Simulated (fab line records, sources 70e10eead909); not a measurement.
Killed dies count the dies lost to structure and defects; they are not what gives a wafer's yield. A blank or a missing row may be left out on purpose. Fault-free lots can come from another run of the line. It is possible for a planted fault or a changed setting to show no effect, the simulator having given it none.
fab line records | flow nand-harc
record: lots: 5 | wafers: 15 | last-day: 31
route steps=1302 shown P_ZERO_WELL@29 END@1302
lots that met no fault: taken from a fault-free run of the same line
start-h: hours from the record's first day to the start of the lot's first wafer shown | wait-h: hours elapsed since this lot's preceding step | " unchanged from the row above | L1.1+2: one row covering several wafers at once | - no value, or no start was given | * or withheld: withheld | < > ~ a bound
route shown NAME@n: a module of which the file shows steps, and the number in the route of the first | usual: mean/standard deviation taken from wafers without a fault | same: alike in all rows | chamber/n: place in a boat | sites: per-site readings | _std_site: how widely they spread, as a standard deviation | _edge_site: the outer-site mean with the inner-site mean subtracted | radius-mm: how far each site lies from the wafer's centre | mask NAME#n: copy n | behind: the tool/chamber that last shaped the wafer | hold: reason for holding the lot/hours on hold/outcome of the hold | device: whichever transistor did not switch (one of n, p or np) | end of line: the tests these same wafers got at the end of their route | a step with no rows: only its recipe | killed: the dies lost at the first sort to structure and to defects; this is not the yield of the wafer | map: the dies of a wafer, with x for killed, . for not killed, _ for no die there
set.NAME: the run value of the setting; set.NAME@STEP: its run value at that earlier step | model.NAME: the simulator's own value behind a step, which no gauge read
a table for each step, a row for each wafer; lots at some steps of the route
services: the hour from which a tool's chamber was out of use, counted from the record's first day as start-h (under 0 if before that day), plus the number of hours and why
== steps ==
step: NHARC_P_ZERO_WELL_CD_MEAS_24
recipe: target-cd-nm: 720 | landing-energy-ev: 500
usual: cd-nm: 720.4/1.8
lot.wafer | tool      | chamber | start-h | wait-h | cd-nm
L992.1    | cd-sem-02 | 0       | 22.52   | -      | 722.0
L992.2    | "         | 0       | "       | "      | 720.3
L992.6    | "         | 0       | "       | "      | 724.0
L994.3    | cd-sem-03 | 0       | 42.47   | -      | 718.0
L994.4    | "         | 0       | "       | "      | 717.9
L994.6    | "         | 0       | "       | "      | 717.0
L998.3    | cd-sem-03 | 0       | 82.89   | -      | 719.7
L998.5    | "         | 0       | "       | "      | 720.2
L998.6    | "         | 0       | "       | "      | 718.3
L109.4    | cd-sem-02 | 0       | 192.70  | -      | 725.0
L109.5    | "         | 0       | "       | "      | 722.3
L109.6    | "         | 0       | "       | "      | 720.3
L112.2    | cd-sem-01 | 0       | 222.59  | -      | 719.2
L112.5    | "         | 0       | "       | "      | 717.0
L112.6    | "         | 0       | "       | "      | 721.4
step: NHARC_P_ZERO_WELL_HARDBAKE_25
recipe: temp-c: 125 | time-s: 80
step: NHARC_P_ZERO_WELL_DESCUM_26
recipe: time-s: 3 | o2-flow-sccm: 200 | ar-flow-sccm: 0 | bias-power-w: 0 | chemistry: O2
usual: drypump-motor-current-A: 5.7/0.4 | o2-flow-sccm: 200.1/0.63 | oes-product-au: 1.001/0.0088 | rf-vpp-V: 57.8/0.82 | showerhead-plenum-p-Torr: 1.93/0.077 | throttle-valve-pct: 11.311/0.0092
lot.wafer | tool        | chamber | start-h | wait-h | drypump-motor-current-A | o2-flow-sccm | oes-product-au | rf-hours-counter-h | rf-vpp-V | showerhead-plenum-p-Torr | throttle-valve-pct
L992.1    | rie-diel-11 | 1       | 22.69   | -      | 5.1                     | 200.2        | 1.001          | 30                 | 57.0     | 1.93                     | 11.315
L992.2    | "           | 2       | "       | "      | 5.4                     | 200.5        | 0.997          | 33                 | 58.5     | 2.01                     | 11.304
L992.6    | "           | 1       | "       | "      | 5.1                     | 200.3        | 1.009          | -                  | 57.5     | 1.93                     | 11.305
L994.3    | rie-diel-08 | 1       | 42.66   | -      | 5.6                     | 201.0        | 0.990          | 6                  | 56.7     | 2.03                     | 11.303
L994.6    | "           | 3       | "       | "      | 5.8                     | 200.4        | 1.005          | -                  | 59.1     | 1.93                     | 11.303
L994.4    | "           | 1       | "       | "      | 5.6                     | 201.1        | 0.990          | -                  | 60.5     | 2.03                     | 11.313
L998.3    | rie-diel-08 | 2       | 83.07   | -      | 5.6                     | 201.3        | 0.997          | 26                 | 57.7     | 1.90                     | 11.305
L998.6    | "           | 0       | "       | "      | 5.3                     | 200.8        | 0.990          | -                  | 58.4     | 1.98                     | 11.318
L998.5    | "           | 1       | "       | "      | 5.6                     | 199.1        | 0.995          | -                  | 57.6     | 2.02                     | 11.297
L109.4    | rie-diel-01 | 1       | 192.95  | -      | 5.9                     | 199.3        | 0.994          | -                  | 57.7     | 1.96                     | 11.306
L109.6    | "           | 2       | "       | "      | 6.2                     | 200.1        | 1.007          | -                  | 55.8     | 1.80                     | 11.301
L109.5    | "           | 0       | "       | "      | 5.5                     | 200.2        | 1.012          | -                  | 55.9     | 1.77                     | 11.327
L112.2    | rie-diel-08 | 1       | 222.75  | -      | 5.6                     | 200.6        | 1.006          | 7                  | 57.7     | 2.00                     | 11.320
L112.6    | "           | 1       | "       | "      | 5.6                     | 200.2        | 1.009          | -                  | 58.8     | 2.00                     | 11.307
L112.5    | "           | 2       | "       | "      | 5.6                     | 200.1        | 0.995          | -                  | 57.4     | 1.89                     | 11.307
step: NHARC_P_ZERO_WELL_IMPLANT_27
recipe: energy-kev: 600 | dose-cm2: 1e+13 | tilt-deg: 7
step: NHARC_P_ZERO_WELL_IMPLANT_57
recipe: energy-kev: 250 | dose-cm2: 4e+12 | tilt-deg: 7
step: NHARC_P_ZERO_WELL_IMPLANT_58
recipe: energy-kev: 100 | dose-cm2: 2e+12 | tilt-deg: 7
step: NHARC_P_ZERO_WELL_STRIP_28
recipe: time-s: 840 | temp-c: 130 | chemistry: SPM
step: NHARC_P_ZERO_WELL_DEHYDRATE_29
recipe: temp-c: 150 | time-s: 120
step: NHARC_P_ZERO_WELL_HMDS_30
recipe: time-s: 30
step: NHARC_P_ZERO_WELL_COAT_31
recipe: spin-rpm: withheld
step: NHARC_P_ZERO_WELL_SOFTBAKE_32
recipe: temp-c: 122 | time-s: 95
step: NHARC_P_ZERO_WELL_EBR_33
step: NHARC_P_ZERO_WELL_EXPOSE_34
recipe: na: 0.6 | target-cd-nm: 720 | dose-mj: 22.31 | mask-id: P_PWELL
lot.wafer  | tool           | chamber | start-h | wait-h | mask
L992.1+2+6 | krf-scanner-04 | 0       | 23.99   | -      | P_PWELL#0
L994.3+4+6 | krf-scanner-03 | 0       | 43.86   | -      | P_PWELL#0
L998.3+5+6 | krf-scanner-03 | 0       | 84.27   | -      | P_HVPW#0
L109.4+5+6 | krf-scanner-03 | 0       | 194.14  | -      | P_PWELL#0
L112.2+5+6 | krf-scanner-02 | 0       | 224.07  | -      | P_PWELL#0
step: NHARC_P_ZERO_WELL_PEB_35
recipe: peb-temp-c: 118 | peb-time-s: 85
step: NHARC_P_ZERO_WELL_DEVELOP_36
recipe: time-s: 70
step: NHARC_P_ZERO_WELL_CD_MEAS_37
recipe: target-cd-nm: 720 | landing-energy-ev: 500
usual: cd-nm: 719.7/1.8
lot.wafer | tool      | chamber | start-h | wait-h | cd-nm
L992.1    | cd-sem-01 | 0       | 24.15   | -      | 716.1
L992.2    | "         | 0       | "       | "      | 717.4
L992.6    | "         | 0       | "       | "      | 715.3
L994.3    | cd-sem-02 | 0       | 44.01   | -      | 720.7
L994.4    | "         | 0       | "       | "      | 717.6
L994.6    | "         | 0       | "       | "      | 717.8
L998.3    | cd-sem-02 | 0       | 84.42   | -      | -
L998.5    | "         | 0       | "       | "      | -
L998.6    | "         | 0       | "       | "      | -
L109.4    | cd-sem-01 | 0       | 194.28  | -      | 720.1
L109.5    | "         | 0       | "       | "      | 719.7
L109.6    | "         | 0       | "       | "      | 720.5
L112.2    | cd-sem-03 | 0       | 224.23  | -      | 721.2
L112.5    | "         | 0       | "       | "      | 721.9
L112.6    | "         | 0       | "       | "      | 721.1
step: NHARC_P_ZERO_WELL_HARDBAKE_38
recipe: temp-c: 125 | time-s: 80
step: NHARC_END_SORT_01
recipe: temp-c: 25
usual: killed-at-array: 41/10 | killed-at-other: 0.8/0.91 | killed-at-periphery: 4.2/2.9 | killed-dies: 46/10 | killed-open: 3.5/2.1 | killed-short: 2.5/1.6
same: gross-dies: 677
lot.wafer | tool      | chamber | start-h | wait-h | hold                   | killed-at-array | killed-at-other | killed-at-periphery | killed-dies | killed-open | killed-short
L992.1    | prober-01 | 0       | 585.73  | 2.5    | -                      | 34              | 1               | 4                   | 39          | 10          | 3
L992.2    | prober-01 | 0       | 586.53  | 2.8    | -                      | 34              | 0               | 4                   | 38          | 2           | 2
L992.6    | prober-01 | 0       | 589.76  | 4.0    | -                      | 28              | 0               | 2                   | 30          | 3           | 0
L994.3    | prober-02 | 0       | 587.21  | 3.1    | -                      | 40              | 1               | 4                   | 45          | 2           | 4
L994.4    | prober-02 | 0       | 588.00  | 3.4    | -                      | 41              | 1               | 2                   | 44          | 4           | 1
L994.6    | prober-02 | 0       | 589.58  | 3.9    | -                      | 48              | 0               | 2                   | 50          | 2           | 1
L998.3    | prober-01 | 0       | 602.12  | 3.1    | await-dispo/3.9h/scrap | 18              | 1               | 658                 | 677         | 1           | 3
L998.5    | prober-01 | 0       | 603.72  | 3.7    | await-dispo/3.9h/scrap | 24              | 0               | 653                 | 677         | 3           | 3
L998.6    | prober-01 | 0       | 604.52  | 4.0    | await-dispo/3.9h/scrap | 31              | 0               | 646                 | 677         | 5           | 1
L109.4    | prober-01 | 0       | 722.91  | 3.4    | -                      | 32              | 2               | 10                  | 44          | 3           | 0
L109.5    | prober-01 | 0       | 723.70  | 3.7    | -                      | 40              | 2               | 6                   | 48          | 3           | 4
L109.6    | prober-01 | 0       | 724.49  | 4.0    | -                      | 41              | 0               | 2                   | 43          | 2           | 2
L112.2    | prober-02 | 0       | 740.34  | 2.8    | -                      | 41              | 2               | 4                   | 47          | 3           | 3
L112.5    | prober-02 | 0       | 742.74  | 3.7    | -                      | 36              | 1               | 3                   | 40          | 2           | 4
L112.6    | prober-02 | 0       | 743.54  | 4.0    | -                      | 28              | 1               | 4                   | 33          | 2           | 1
killed by level:class
L992.1 A_CHANNEL_HOLE_D2:chamber-film-flake=13 A_CHANNEL_HOLE_D1:chamber-film-flake=4 P_CONTACT:geometric-particle:open=3 A_CONTACT:chamber-film-flake=3 A_ONON_D1:geometric-particle:open=2 A_M0:geometric-particle:open=2 A_STAIRCASE:chamber-film-flake=2 A_WL_FILL:chamber-film-flake=2
L992.2 A_CHANNEL_HOLE_D2:chamber-film-flake=14 A_CHANNEL_HOLE_D1:chamber-film-flake=11 A_STAIRCASE:chamber-film-flake=3 A_CONTACT:chamber-film-flake=3 A_WL_FILL:chamber-film-flake=2 P_CONTACT:geometric-particle:short=1 P_CONTACT:geometric-particle:open=1 P_M0:geometric-particle:short=1
L994.3 A_CHANNEL_HOLE_D1:chamber-film-flake=20 A_SLIT:chamber-film-flake=10 A_CONTACT:chamber-film-flake=2 P_CONTACT:geometric-particle:short=1 A_CHANNEL_FILL_D1:geometric-particle:short=1 A_DECK1_JOINT:geometric-particle:short=1 A_ONON_D2:geometric-particle:short=1 A_WL_FILL:geometric-particle:open=1
L994.4 A_CHANNEL_HOLE_D1:chamber-film-flake=15 A_SLIT:chamber-film-flake=13 A_CHANNEL_HOLE_D2:chamber-film-flake=5 P_CONTACT:geometric-particle:open=2 A_STAIRCASE:chamber-film-flake=2 A_CONTACT:chamber-film-flake=2 A_M0:geometric-particle:open=1 A_M1:geometric-particle:open=1
L994.6 A_CHANNEL_HOLE_D1:chamber-film-flake=16 A_SLIT:chamber-film-flake=14 A_CONTACT:chamber-film-flake=7 A_CHANNEL_HOLE_D2:chamber-film-flake=4 A_STAIRCASE:chamber-film-flake=3 P_GATE:chamber-film-flake=2 A_ONON_D1:geometric-particle:open=1 A_ONON_D2:geometric-particle:short=1
L992.6 A_CHANNEL_HOLE_D1:chamber-film-flake=13 A_CHANNEL_HOLE_D2:chamber-film-flake=7 A_CONTACT:chamber-film-flake=3 P_GATE:chamber-film-flake=2 A_STAIRCASE:chamber-film-flake=2 A_CHANNEL_FILL_D2:geometric-particle:open=1 A_STAIRCASE:geometric-particle:open=1 A_BLC:geometric-particle:open=1
L998.3 P_ZERO_WELL:area-expose=656 A_CONTACT:chamber-film-flake=7 A_CHANNEL_HOLE_D2:chamber-film-flake=4 A_BONDPAD:chamber-film-flake=3 A_STAIRCASE:chamber-film-flake=2 P_STI:geometric-particle:short=1 A_CHANNEL_FILL_D1:geometric-particle:open=1 A_WL_FILL:geometric-particle:short=1
L998.5 P_ZERO_WELL:area-expose=651 A_CHANNEL_HOLE_D2:chamber-film-flake=7 A_CONTACT:chamber-film-flake=6 A_BONDPAD:chamber-film-flake=3 A_STAIRCASE:chamber-film-flake=2 P_M0:geometric-particle:open=1 A_CHANNEL_FILL_D1:geometric-particle:open=1 A_DECK1_JOINT:geometric-particle:short=1
L998.6 P_ZERO_WELL:area-expose=645 A_CONTACT:chamber-film-flake=6 A_STAIRCASE:chamber-film-flake=5 A_CHANNEL_HOLE_D1:chamber-film-flake=4 A_CHANNEL_HOLE_D2:chamber-film-flake=4 A_BONDPAD:chamber-film-flake=4 A_WL_FILL:geometric-particle:open=2 A_SGD_CUT:chamber-film-flake=2
L109.4 A_SLIT:chamber-film-flake=11 P_GATE:chamber-film-flake=6 P_M1:chamber-film-flake=4 A_CONTACT:chamber-film-flake=4 A_BONDPAD:chamber-film-flake=3 A_CHANNEL_HOLE_D1:chamber-film-flake=2 A_CHANNEL_HOLE_D2:chamber-film-flake=2 A_STAIRCASE:chamber-film-flake=2
L109.5 A_SLIT:chamber-film-flake=13 A_CHANNEL_HOLE_D1:chamber-film-flake=7 A_BONDPAD:chamber-film-flake=5 P_M1:chamber-film-flake=4 A_STAIRCASE:chamber-film-flake=3 A_CONTACT:chamber-film-flake=3 A_CHANNEL_FILL_D1:geometric-particle:short=2 A_M1:geometric-particle:open=2
L109.6 A_SLIT:chamber-film-flake=15 A_CHANNEL_HOLE_D1:chamber-film-flake=7 A_CONTACT:chamber-film-flake=5 A_STAIRCASE:chamber-film-flake=3 A_M0:chamber-film-flake=2 A_BONDPAD:chamber-film-flake=2 A_CHANNEL_FILL_D1:geometric-particle:short=1 A_DECK1_JOINT:geometric-particle:short=1
L112.2 A_CHANNEL_HOLE_D2:chamber-film-flake=11 A_CHANNEL_HOLE_D1:chamber-film-flake=10 A_STAIRCASE:chamber-film-flake=5 A_SLIT:chamber-film-flake=5 A_CONTACT:chamber-film-flake=5 A_ONON_D1:geometric-particle:short=2 P_GATE:chamber-film-flake=2 THIN_TSV:chamber-film-flake=2
L112.5 A_CHANNEL_HOLE_D2:chamber-film-flake=10 A_CONTACT:chamber-film-flake=9 A_CHANNEL_HOLE_D1:chamber-film-flake=4 A_SLIT:chamber-film-flake=4 P_GATE:chamber-film-flake=2 A_STAIRCASE:chamber-film-flake=2 P_M0:geometric-particle:open=1 A_CHANNEL_HOLE_D1:geometric-particle:short=1
L112.6 A_CONTACT:chamber-film-flake=8 A_CHANNEL_HOLE_D2:chamber-film-flake=7 A_SLIT:chamber-film-flake=4 A_CHANNEL_HOLE_D1:chamber-film-flake=3 A_STAIRCASE:chamber-film-flake=3 P_GATE:chamber-film-flake=2 P_CONTACT:geometric-particle:open=1 A_ONON_D1:geometric-particle:short=1
map L998.3 (x killed, . not)
____________x____________
_________xxxxxxx_________
_______xxxxxxxxxxx_______
______xxxxxxxxxxxxx______
_____xxxxxxxxxxxxxxx_____
____xxxxxxxxxxxxxxxxx____
____xxxxxxxxxxxxxxxxx____
___xxxxxxxxxxxxxxxxxxx___
___xxxxxxxxxxxxxxxxxxx___
__xxxxxxxxxxxxxxxxxxxxx__
__xxxxxxxxxxxxxxxxxxxxx__
_xxxxxxxxxxxxxxxxxxxxxxx_
_xxxxxxxxxxxxxxxxxxxxxxx_
_xxxxxxxxxxxxxxxxxxxxxxx_
_xxxxxxxxxxxxxxxxxxxxxxx_
_xxxxxxxxxxxxxxxxxxxxxxx_
xxxxxxxxxxxxxxxxxxxxxxxxx
xxxxxxxxxxxxxxxxxxxxxxxxx
xxxxxxxxxxxxxxxxxxxxxxxxx
xxxxxxxxxxxxxxxxxxxxxxxxx
xxxxxxxxxxxxxxxxxxxxxxxxx
_xxxxxxxxxxxxxxxxxxxxxxx_
_xxxxxxxxxxxxxxxxxxxxxxx_
_xxxxxxxxxxxxxxxxxxxxxxx_
_xxxxxxxxxxxxxxxxxxxxxxx_
_xxxxxxxxxxxxxxxxxxxxxxx_
__xxxxxxxxxxxxxxxxxxxxx__
__xxxxxxxxxxxxxxxxxxxxx__
___xxxxxxxxxxxxxxxxxxx___
___xxxxxxxxxxxxxxxxxxx___
____xxxxxxxxxxxxxxxxx____
____xxxxxxxxxxxxxxxxx____
_____xxxxxxxxxxxxxxx_____
______xxxxxxxxxxxxx______
_______xxxxxxxxxxx_______
_________xxxxxxx_________
____________x____________
map L994.6 (x killed, . not)
____________x____________
_________...x..x_________
_______.....x....._______
______.............______
_____..............._____
____.................____
____................x____
___...................___
___...................___
__.....................__
__....x................__
_.......x..............._
_......................._
_.....................x._
_......................._
_..........x............_
......................x..
.........................
.......................x.
......................x..
......x..................
_x......................_
_xxx.xx................._
_x....xx.........x......_
_x.x...................._
_xx....................._
__xx..x................__
__xx...................__
___x..................___
___.x.................___
____.................____
____.................____
_____.......xx......_____
______......x.x....______
_______..x.xxxx..._______
_________xxxxxx._________
____________x____________
== services ==
tool           | chamber | start-h | hours | kind
rie-diel-11    | 3       | 3.54    | 1.5   | repair
krf-scanner-04 | -       | 10.00   | 4.0   | pm
rie-diel-08    | -       | 15.40   | 9.0   | pm
rie-diel-08    | 3       | 24.52   | 2.9   | repair
rie-diel-01    | -       | 26.83   | 9.0   | pm
rie-diel-08    | 0       | 39.01   | 14.5  | repair
krf-scanner-02 | -       | 48.17   | 0.2   | repair
krf-scanner-03 | -       | 52.00   | 4.0   | pm
rie-diel-11    | -       | 69.77   | 2.4   | repair
rie-diel-08    | -       | 70.60   | 0.7   | repair
rie-diel-08    | 3       | 71.69   | 10.9  | repair
rie-diel-11    | 2       | 80.96   | 8.3   | repair
rie-diel-11    | -       | 81.98   | 9.0   | pm
krf-scanner-02 | -       | 95.40   | 4.0   | pm
krf-scanner-03 | -       | 100.60  | 0.6   | repair
rie-diel-08    | 2       | 115.14  | 71.9  | repair
rie-diel-11    | 0       | 115.17  | 2.9   | repair
krf-scanner-02 | -       | 120.81  | 3.5   | repair
krf-scanner-02 | -       | 155.82  | 0.5   | repair
krf-scanner-04 | -       | 164.94  | 4.3   | repair
krf-scanner-03 | -       | 180.88  | 0.3   | repair
rie-diel-08    | -       | 192.40  | 9.0   | pm
rie-diel-08    | -       | 202.39  | 1.3   | repair
krf-scanner-03 | -       | 224.00  | 4.0   | pm
== key ==
first-sign: step: NHARC_P_ZERO_WELL_EXPOSE_34 | reading: mask | direction: changed
effect: step: NHARC_P_ZERO_WELL_CD_MEAS_37 | reading: cd-nm | direction: missing
effect: step: NHARC_END_SORT_01 | reading: killed-at-periphery | direction: up | sigmas: 99+ | usual: 4.2 | struck: 652.3
more-kills-born-at: NHARC_P_ZERO_WELL_EXPOSE_34@krf-scanner-03: 1952
met-at NHARC_P_ZERO_WELL_EXPOSE_34
struck-wafers L998.3,L998.5,L998.6
later-rows-left-out L998.3,L998.5,L998.6
tester-left-out L998
onset-between 43.86 84.27
fault: kind: wrong-mask | tool: any | chamber: - | onset-h: 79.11 | steps: NHARC_P_ZERO_WELL_EXPOSE_34 | aux-copy: P_HVPW#0 | scope: struck-lots-only
tester-left-out: of these lots the tester's yield and bins aren't shown, on N5 and GAA mostly nor the transistor test; their killed dies are dies lost to structure and defects alone, not to doping, threshold or leakage, so they don't give the yield
later-rows-left-out: the simulator's readings of these wafers behind a module that went badly wrong aren't trusted and aren't shown, but for the sort
